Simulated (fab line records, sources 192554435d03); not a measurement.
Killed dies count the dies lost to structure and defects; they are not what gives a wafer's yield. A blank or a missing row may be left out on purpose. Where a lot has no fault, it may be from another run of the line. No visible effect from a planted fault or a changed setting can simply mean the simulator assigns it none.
What tool caused it?	flow n5Finfet	Sampling: 23 lots, 69 wafers, 6 of 1938 route steps

## WHAT EACH GAUGE READ, for each wafer
The record holds no reading of a measuring or inspecting step that can be judged against a usual standard deviation.

## WHAT TOOL EACH LOT RAN ON (gives the tool, then ch and the chambers of the sampled wafers, and finally the start)
lot	N5_BEOL_M10_DESCUM_16	N5_BEOL_M10_ETCH_62	N5_BEOL_M10_STRIP_67	N5_BEOL_M10_TRENCH_ETCH_37	N5_BEOL_M10_DEGAS_44	N5_BEOL_M10_SPUTTER_48
L075	rieDiel-05 ch 0,1,2, day 9 09:35	rieDiel-05 ch 0,1,2, day 9 09:40	rieDiel-05 ch 0,1,2, day 9 09:49	rieDiel-03 ch 0,2,3, day 9 12:22 or earlier	pvdSputter-02, day 9 12:22	pvdSputter-01, day 9 12:58
L074	rieDiel-03 ch 0,3, day 10 06:43	rieDiel-03 ch 0,3, day 10 06:47	rieDiel-03 ch 0,3, day 10 06:56	rieDiel-05 ch 1,2,3, day 10 10:55 or earlier	pvdSputter-02, day 10 10:55	pvdSputter-01, day 10 11:30
L076	rieDiel-03 ch 1,2,3, day 10 11:23	rieDiel-03 ch 1,2,3, day 10 11:28	rieDiel-03 ch 1,2,3, day 10 11:37	rieDiel-05 ch 0,2,3, day 10 15:07 or earlier	pvdSputter-02, day 10 15:07	pvdSputter-02, day 10 16:02
L078	rieDiel-04 ch 0,3, day 10 21:52	rieDiel-04 ch 0,3, day 10 21:57	rieDiel-04 ch 0,3, day 10 22:05	rieDiel-03 ch 0,1,3, day 11 01:12 or earlier	pvdSputter-03, day 11 01:12	pvdSputter-02, day 11 01:49
L077	rieDiel-03 ch 0,1,2, day 10 22:13	rieDiel-03 ch 0,1,2, day 10 22:17	rieDiel-03 ch 0,1,2, day 10 22:26	rieDiel-05 ch 0,2,3, day 11 01:17 or earlier	pvdSputter-03, day 11 01:17	pvdSputter-02, day 11 01:53
L080	rieDiel-04 ch 0,1, day 11 14:25	rieDiel-04 ch 0,1, day 11 14:30	rieDiel-04 ch 0,1, day 11 14:39	rieDiel-03 ch 1,2, day 11 20:21 or earlier	pvdSputter-02, day 11 20:21	pvdSputter-02, day 11 22:21
L081	rieDiel-05 ch 1,2,3, day 11 15:10	rieDiel-05 ch 1,2,3, day 11 15:16	rieDiel-05 ch 1,2,3, day 11 15:24	rieDiel-03 ch 1,2,3, day 11 20:14 or earlier	pvdSputter-01, day 11 20:14	pvdSputter-02, day 11 22:16
L083	rieDiel-05 ch 2,3, day 11 20:07	rieDiel-05 ch 2,3, day 11 20:12	rieDiel-05 ch 2,3, day 11 20:20	rieDiel-05 ch 2,3, day 12 03:16 or earlier	pvdSputter-01, day 12 03:16	pvdSputter-02, day 12 04:07
L082	rieDiel-04 ch 1,2, day 12 00:16	rieDiel-04 ch 1,2, day 12 00:21	rieDiel-04 ch 1,2, day 12 00:30	rieDiel-04 ch 0,1,2, day 12 04:16 or earlier	pvdSputter-02, day 12 04:16	pvdSputter-03, day 12 04:58
L084	rieDiel-04 ch 0,1,2, day 12 04:05	rieDiel-04 ch 0,1,2, day 12 04:11	rieDiel-04 ch 0,1,2, day 12 04:20	rieDiel-03 ch 0,2,3, day 12 06:05 or earlier	pvdSputter-03, day 12 06:05	pvdSputter-02, day 12 06:38
L086	rieDiel-04 ch 0,3, day 13 01:28	rieDiel-04 ch 0,3, day 13 01:33	rieDiel-04 ch 0,3, day 13 01:41	rieDiel-05 ch 1,3, day 13 04:28 or earlier	pvdSputter-03, day 13 04:28	pvdSputter-02, day 13 05:18
L085	rieDiel-05 ch 0,1,3, day 13 02:06	rieDiel-05 ch 0,1,3, day 13 02:11	rieDiel-05 ch 0,1,3, day 13 02:20	rieDiel-04 ch 0,2,3, day 13 05:40 or earlier	pvdSputter-01, day 13 05:40	pvdSputter-02, day 13 06:22
L087	rieDiel-04 ch 0,2, day 13 05:08	rieDiel-04 ch 0,2, day 13 05:13	rieDiel-04 ch 0,2, day 13 05:22	rieDiel-03 ch 0,1, day 13 10:58 or earlier	pvdSputter-02, day 13 10:58	pvdSputter-01, day 13 11:43
L088	rieDiel-03 ch 0,1, day 13 10:52	rieDiel-03 ch 0,1, day 13 10:57	rieDiel-03 ch 0,1, day 13 11:06	rieDiel-03 ch 0,1, day 13 13:29 or earlier	pvdSputter-03, day 13 13:29	pvdSputter-03, day 13 14:06
L090	rieDiel-03 ch 0,1, day 13 17:27	rieDiel-03 ch 0,1, day 13 17:32	rieDiel-03 ch 0,1, day 13 17:41	rieDiel-03 ch 0,1,2, day 13 20:08 or earlier	pvdSputter-01, day 13 20:08	pvdSputter-02, day 13 20:44
L089	rieDiel-04 ch 2,3, day 14 00:53	rieDiel-04 ch 2,3, day 14 00:58	rieDiel-04 ch 2,3, day 14 01:07	rieDiel-03 ch 0,1, day 14 04:25 or earlier	pvdSputter-02, day 14 04:25	pvdSputter-02, day 14 05:07
L091	rieDiel-05 ch 0,1,2, day 14 05:04	rieDiel-05 ch 0,1,2, day 14 05:10	rieDiel-05 ch 0,1,2, day 14 05:18	rieDiel-04 ch 0,1,2, day 14 07:34 or earlier	pvdSputter-01, day 14 07:34	pvdSputter-01, day 14 08:07
L092	rieDiel-03 ch 0,1,2, day 14 15:17	rieDiel-03 ch 0,1,2, day 14 15:23	rieDiel-03 ch 0,1,2, day 14 15:31	rieDiel-04 ch 1,2,3, day 14 17:22 or earlier	pvdSputter-01, day 14 17:22	pvdSputter-01, day 14 19:29
L094	rieDiel-04 ch 1,2,3, day 14 20:12	rieDiel-04 ch 1,2,3, day 14 20:17	rieDiel-04 ch 1,2,3, day 14 20:26	rieDiel-05 ch 0,1,2, day 14 23:43 or earlier	pvdSputter-03, day 14 23:43	pvdSputter-01, day 15 00:34
L093	rieDiel-03 ch 0,1,3, day 14 20:22	rieDiel-03 ch 0,1,3, day 14 20:26	rieDiel-03 ch 0,1,3, day 14 20:35	rieDiel-05 ch 1,2, day 14 23:11 or earlier	pvdSputter-03, day 14 23:11	pvdSputter-03, day 14 23:55
L095	rieDiel-03 ch 0,2,3, day 15 05:06	rieDiel-03 ch 0,2,3, day 15 05:11	rieDiel-03 ch 0,2,3, day 15 05:20	rieDiel-04 ch 0,1,3, day 15 07:14 or earlier	pvdSputter-02, day 15 07:14	pvdSputter-02, day 15 09:14
L096	rieDiel-05 ch 1,2, day 15 05:56	rieDiel-05 ch 1,2, day 15 06:01	rieDiel-05 ch 1,2, day 15 06:10	rieDiel-05 ch 0,1,3, day 15 09:22 or earlier	pvdSputter-03, day 15 09:22	pvdSputter-03, day 15 10:04
L097	rieDiel-05 ch 0,1,3, day 15 08:04	rieDiel-05 ch 0,1,3, day 15 08:10	rieDiel-05 ch 0,1,3, day 15 08:18	rieDiel-05 ch 0,2,3, day 15 11:20 or earlier	pvdSputter-02, day 15 11:20	pvdSputter-02, day 15 13:28
- N5_BEOL_M10_DESCUM_16: chemistry O2, time 7.9 s.
- N5_BEOL_M10_ETCH_62: etches SOC in N2/H2, target depth 110 nm, overetch 22 nm, time 165 s.
- N5_BEOL_M10_STRIP_67: strips in CF4.
- N5_BEOL_M10_TRENCH_ETCH_37: etches SiCOH lowk in C4F6/O2, target depth 148.83 nm, time 48 s.
- N5_BEOL_M10_DEGAS_44: time 60 s.
- N5_BEOL_M10_SPUTTER_48: material Cu, target thk 12 nm, time 2 s.

## WHAT THE TOOLS THEMSELVES READ (means of the sampled wafers that have a number; where no wafer has one, the mark that the record gives instead)
N5_BEOL_M10_DESCUM_16. Usual: drypumpMotorCurrentA 5.8 A, standard deviation 0.43; oesProductAu 0.83 a.u., standard deviation 0.085; rfVppV 242.9 V, standard deviation 1.4; showerheadPlenumPTorr 2.09 Torr, standard deviation 0.081; throttleValvePct 20.37 %, standard deviation 0.23.
lot	tool	drypumpMotorCurrentA (A)	oesProductAu (a.u.)	rfVppV (V)	showerheadPlenumPTorr (Torr)	throttleValvePct (%)	flag
L075	rieDiel-05	5.5	0.83	242.3	2.06	20.08	
L074	rieDiel-03	6.1	0.73	242.7	2.05	20.49	
L076	rieDiel-03	6.0	0.75	241.8	2.06	20.46	
L078	rieDiel-04	5.9	0.76	244.3	2.11	20.73	
L077	rieDiel-03	5.9	0.79	241.8	2.05	20.41	
L080	rieDiel-04	5.9	0.88	243.4	2.10	20.56	
L081	rieDiel-05	5.5	0.77	242.5	2.07	20.36	
L083	rieDiel-05	5.3	0.73	242.0	2.06	20.29	
L082	rieDiel-04	6.2	0.87	244.6	2.23	20.48	
L084	rieDiel-04	6.0	0.88	244.0	2.17	20.44	
L086	rieDiel-04	5.8	0.94	242.8	2.10	20.45	
L085	rieDiel-05	5.6	0.77	243.5	2.09	20.27	
L087	rieDiel-04	5.8	0.89	242.8	2.10	20.41	
L088	rieDiel-03	5.6	0.86	242.2	2.04	20.37	
L090	rieDiel-03	5.3	0.89	243.3	2.05	20.34	
L089	rieDiel-04	5.9	0.93	244.4	2.18	20.31	
L091	rieDiel-05	5.5	0.78	243.0	2.05	20.14	
L092	rieDiel-03	5.8	0.83	241.1	2.04	20.36	
L094	rieDiel-04	6.1	0.87	244.3	2.20	20.45	
L093	rieDiel-03	5.7	0.89	242.6	2.05	20.33	
L095	rieDiel-03	6.2	0.84	241.6	2.03	20.32	
L096	rieDiel-05	5.4	0.76	241.3	2.02	20.27	
L097	rieDiel-05	5.6	0.75	243.9	2.09	20.30	

N5_BEOL_M10_ETCH_62. Usual: drypumpMotorCurrentA 5.8 A, standard deviation 0.43; oesProductAu 0.70 a.u., standard deviation 0.067; rfVppV 523.7 V, standard deviation 2.7; showerheadPlenumPTorr 2.54 Torr, standard deviation 0.095; throttleValvePct 17.72 %, standard deviation 0.25.
lot	tool	drypumpMotorCurrentA (A)	oesProductAu (a.u.)	rfVppV (V)	showerheadPlenumPTorr (Torr)	throttleValvePct (%)	flag
L075	rieDiel-05	5.5	0.71	523.4	2.50	17.46	
L074	rieDiel-03	6.1	0.62	523.2	2.49	17.95	
L076	rieDiel-03	6.0	0.62	523.2	2.49	17.81	
L078	rieDiel-04	5.9	0.64	524.3	2.56	18.10	
L077	rieDiel-03	5.9	0.66	521.5	2.48	17.79	
L080	rieDiel-04	5.9	0.74	523.7	2.55	17.91	
L081	rieDiel-05	5.5	0.66	522.7	2.51	17.69	
L083	rieDiel-05	5.3	0.63	521.2	2.50	17.64	
L082	rieDiel-04	6.2	0.73	527.5	2.70	17.80	
L084	rieDiel-04	6.0	0.75	525.8	2.62	17.73	
L086	rieDiel-04	5.9	0.79	523.9	2.55	17.80	
L085	rieDiel-05	5.6	0.66	524.2	2.55	17.66	
L087	rieDiel-04	5.8	0.75	523.6	2.54	17.69	
L088	rieDiel-03	5.6	0.72	522.5	2.47	17.76	
L090	rieDiel-03	5.3	0.76	522.2	2.48	17.57	
L089	rieDiel-04	5.9	0.78	526.5	2.63	17.63	
L091	rieDiel-05	5.5	0.68	522.5	2.49	17.53	
L092	rieDiel-03	5.8	0.70	521.9	2.47	17.71	
L094	rieDiel-04	6.1	0.74	527.4	2.66	17.74	
L093	rieDiel-03	5.7	0.75	522.2	2.48	17.65	
L095	rieDiel-03	6.2	0.71	522.3	2.47	17.76	
L096	rieDiel-05	5.4	0.66	521.3	2.44	17.61	
L097	rieDiel-05	5.6	0.65	524.4	2.54	17.70	

N5_BEOL_M10_STRIP_67. Usual: cf4FlowSccm 150.0 sccm, standard deviation 0.45; drypumpMotorCurrentA 5.8 A, standard deviation 0.43; oesProductAu 0.83 a.u., standard deviation 0.079; rfVppV 271.1 V, standard deviation 1.5; showerheadPlenumPTorr 1.79 Torr, standard deviation 0.059; throttleValvePct 13.49 %, standard deviation 0.24.
lot	tool	cf4FlowSccm (sccm)	drypumpMotorCurrentA (A)	oesProductAu (a.u.)	rfVppV (V)	showerheadPlenumPTorr (Torr)	throttleValvePct (%)	flag
L075	rieDiel-05	150.1	5.5	0.84	270.4	1.77	13.29	
L074	rieDiel-03	149.7	6.1	0.74	270.8	1.76	13.69	
L076	rieDiel-03	149.9	6.0	0.74	270.8	1.76	13.63	
L078	rieDiel-04	150.0	5.8	0.76	271.0	1.81	13.85	
L077	rieDiel-03	150.3	5.8	0.78	270.6	1.75	13.52	
L080	rieDiel-04	149.8	5.9	0.88	271.2	1.81	13.63	
L081	rieDiel-05	150.2	5.5	0.78	270.2	1.78	13.61	
L083	rieDiel-05	149.7	5.3	0.75	269.6	1.78	13.55	
L082	rieDiel-04	149.9	6.2	0.87	273.3	1.89	13.47	
L084	rieDiel-04	150.2	6.0	0.88	271.8	1.85	13.47	
L086	rieDiel-04	149.7	5.8	0.93	271.3	1.81	13.49	
L085	rieDiel-05	149.9	5.6	0.79	271.1	1.80	13.55	
L087	rieDiel-04	150.0	5.7	0.88	271.6	1.80	13.47	
L088	rieDiel-03	150.3	5.6	0.85	269.1	1.74	13.39	
L090	rieDiel-03	150.0	5.3	0.89	269.5	1.75	13.30	
L089	rieDiel-04	150.0	5.9	0.92	272.4	1.85	13.33	
L091	rieDiel-05	150.0	5.5	0.80	270.8	1.76	13.37	
L092	rieDiel-03	149.9	5.9	0.82	270.8	1.74	13.41	
L094	rieDiel-04	149.9	6.1	0.87	272.5	1.86	13.44	
L093	rieDiel-03	150.1	5.7	0.89	271.2	1.75	13.35	
L095	rieDiel-03	150.4	6.2	0.84	270.7	1.74	13.42	
L096	rieDiel-05	150.1	5.4	0.77	270.2	1.74	13.48	
L097	rieDiel-05	150.2	5.6	0.77	271.2	1.80	13.58	

N5_BEOL_M10_TRENCH_ETCH_37. Usual: drypumpMotorCurrentA 5.8 A, standard deviation 0.45; oesProductAu 0.81 a.u., standard deviation 0.079; rfVppV 669 V, standard deviation 14; showerheadPlenumPTorr 2.83 Torr, standard deviation 0.084; throttleValvePct 20.87 %, standard deviation 0.18.
lot	tool	drypumpMotorCurrentA (A)	oesProductAu (a.u.)	rfVppV (V)	showerheadPlenumPTorr (Torr)	throttleValvePct (%)	flag
L075	rieDiel-03	6.2	0.80	658	2.80	20.95	
L074	rieDiel-05	5.5	0.77	668	2.81	20.81	
L076	rieDiel-05	5.5	0.77	677	2.85	20.72	
L078	rieDiel-03	5.7	0.74	656	2.80	21.02	
L077	rieDiel-05	5.4	0.76	677	2.85	20.72	
L080	rieDiel-03	6.1	0.77	678	2.79	20.89	
L081	rieDiel-03	6.0	0.73	662	2.80	20.97	
L083	rieDiel-05	5.3	0.73	668	2.79	20.73	
L082	rieDiel-04	6.0	0.88	675	2.93	20.88	
L084	rieDiel-03	6.2	0.78	658	2.79	20.98	
L086	rieDiel-05	5.7	0.74	676	2.85	20.97	
L085	rieDiel-04	5.8	0.91	670	2.91	20.86	
L087	rieDiel-03	5.6	0.86	667	2.79	20.93	
L088	rieDiel-03	5.5	0.85	667	2.79	20.93	
L090	rieDiel-03	5.9	0.85	673	2.78	20.87	
L089	rieDiel-03	5.3	0.89	669	2.79	20.83	
L091	rieDiel-04	6.0	0.85	676	2.92	20.92	
L092	rieDiel-04	6.1	0.87	669	2.97	20.87	
L094	rieDiel-05	5.5	0.78	666	2.80	20.75	
L093	rieDiel-05	5.6	0.78	655	2.76	20.85	
L095	rieDiel-04	6.0	0.86	672	2.88	21.04	
L096	rieDiel-05	5.6	0.76	674	2.85	20.87	
L097	rieDiel-05	5.4	0.73	676	2.83	20.77	

N5_BEOL_M10_DEGAS_44. Usual: heaterPowerW reads 323 W (standard deviation 25).
lot	tool	heaterPowerW (W)	flag
L075	pvdSputter-02	321	
L074	pvdSputter-02	321	
L076	pvdSputter-02	298	
L078	pvdSputter-03	343	
L077	pvdSputter-03	332	
L080	pvdSputter-02	311	
L081	pvdSputter-01	333	
L083	pvdSputter-01	340	
L082	pvdSputter-02	306	
L084	pvdSputter-03	339	
L086	pvdSputter-03	325	
L085	pvdSputter-01	321	
L087	pvdSputter-02	319	
L088	pvdSputter-03	343	
L090	pvdSputter-01	313	
L089	pvdSputter-02	308	
L091	pvdSputter-01	332	
L092	pvdSputter-01	313	
L094	pvdSputter-03	330	
L093	pvdSputter-03	347	
L095	pvdSputter-02	317	
L096	pvdSputter-03	346	
L097	pvdSputter-02	300	

N5_BEOL_M10_SPUTTER_48. Usual: cathodeDcPowerW 26000 W, standard deviation 4.1; throttleValvePct 29.9 %, standard deviation 1.1.
lot	tool	cathodeDcPowerW (W)	throttleValvePct (%)	flag
L075	pvdSputter-01	26000	28.7	
L074	pvdSputter-01	25997	30.7	
L076	pvdSputter-02	25999	29.5	
L078	pvdSputter-02	25997	30.1	
L077	pvdSputter-02	26002	30.1	
L080	pvdSputter-02	26000	29.4	
L081	pvdSputter-02	25999	30.1	
L083	pvdSputter-02	25998	30.3	
L082	pvdSputter-03	25999	30.4	
L084	pvdSputter-02	26002	29.4	
L086	pvdSputter-02	26000	30.1	
L085	pvdSputter-02	26002	29.4	
L087	pvdSputter-01	26001	29.4	
L088	pvdSputter-03	25997	30.3	
L090	pvdSputter-02	26001	30.1	
L089	pvdSputter-02	25997	30.1	
L091	pvdSputter-01	25999	30.5	
L092	pvdSputter-01	26000	30.2	
L094	pvdSputter-01	25996	29.9	
L093	pvdSputter-03	26002	29.9	
L095	pvdSputter-02	26004	30.1	
L096	pvdSputter-03	25997	30.5	
L097	pvdSputter-02	25998	30.2	

## THE ANSWER, worked out from the rows above alone
Rule: take the mean of a lot's wafers that have a number; if it is more than 3 standard deviations from the usual mean, the lot is off. A lot without any number at a reading at which 4 lots or more have one is off too. All remaining lots with rows at the step are treated as sound. First the gauges in route order, then the tools' own readings, where a lot's mean is used as printed above. At the first step where some lot is off, the reading lying furthest off is the one used; lots without a number count as furthest.
Nothing can be told from this: no lot is off at any reading shown.

## WHAT THE SIMULATOR PUT IN
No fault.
